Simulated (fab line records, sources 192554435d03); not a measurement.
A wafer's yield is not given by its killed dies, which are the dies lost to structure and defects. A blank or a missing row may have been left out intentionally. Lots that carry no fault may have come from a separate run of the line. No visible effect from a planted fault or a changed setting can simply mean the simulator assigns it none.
Chamber matching + flow n5 finfet + N5_BEOL_M0_CO_CAP_123 on cvd co-02: 3 sister chambers
The step material Co, precursor CCTBA/H2, target thk 2 nm, time 102.1 s. 24 wafers are shown with their chamber, then 12 later ones without.

WAFERS, EACH WITH ITS CHAMBER
| wafer  | chamber | heater power w (W) |
|--------|---------|--------------------|
| L074.4 | 1       | 195                |
| L074.5 | 0       | 242                |
| L074.6 | 2       | 233                |
| L075.2 | 0       | 237                |
| L075.3 | 1       | 198                |
| L075.4 | 2       | 226                |
| L076.1 | 0       | 239                |
| L076.3 | 2       | 228                |
| L076.4 | 2       | 230                |
| L078.1 | 1       | 195                |
| L078.2 | 0       | 245                |
| L078.4 | 0       | 241                |
| L079.2 | 1       | 196                |
| L079.3 | 2       | 231                |
| L079.5 | 1       | 192                |
| L080.1 | 1       | 194                |
| L080.5 | 2       | 227                |
| L080.6 | 1       | 197                |
| L083.1 | 0       | 235                |
| L083.2 | 1       | 196                |
| L083.5 | 2       | 229                |
| L086.1 | 2       | 230                |
| L086.3 | 0       | 246                |
| L086.4 | 1       | 196                |

SIGNATURES (averages over the wafers above)
| reading        | chamber 0 | chamber 1 | chamber 2 | scatter within a chamber |
|----------------|-----------|-----------|-----------|--------------------------|
| heater power w | 240.71    | 195.44    | 229.25    | 2.74                     |
Rule: for each reading, subtract the chamber's mean from the wafer's reading, divide by that reading's scatter and square the result; add these up over the readings and take the root, which gives the wafer's distance from the chamber. The wafer belongs to the nearest chamber; if the next one is less than 2 further off, it can't be placed. The scatter is the square root of a quotient: the sum, over the shown wafers, of each reading's squared deviation from its chamber's mean, divided by wafers minus chambers.

WAFERS WITH NO CHAMBER GIVEN
| wafer  | heater power w (W) |
|--------|--------------------|
| L088.3 | 192                |
| L088.5 | 193                |
| L088.6 | 231                |
| L089.4 | 244                |
| L089.5 | 232                |
| L089.6 | 197                |
| L093.2 | 190                |
| L093.4 | 237                |
| L093.6 | 248                |
| L095.1 | 238                |
| L095.5 | 248                |
| L095.6 | 233                |

WHICH CHAMBER EACH WENT THROUGH
| wafer  | from the rows above     | in truth |
|--------|-------------------------|----------|
| L088.3 | 1                       | 1        |
| L088.5 | 1                       | 1        |
| L088.6 | 2                       | 2        |
| L089.4 | 0                       | 0        |
| L089.5 | 2                       | 2        |
| L089.6 | 1                       | 1        |
| L093.2 | 1                       | 1        |
| L093.4 | can't be placed: 0 or 2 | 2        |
| L093.6 | 0                       | 0        |
| L095.1 | 0                       | 0        |
| L095.5 | 0                       | 0        |
| L095.6 | can't be placed: 2 or 0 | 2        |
10 of 12 placed correctly. Unplaceable from these rows: 2, with the true chamber sitting among the candidates in 2. 0 placed wrongly.
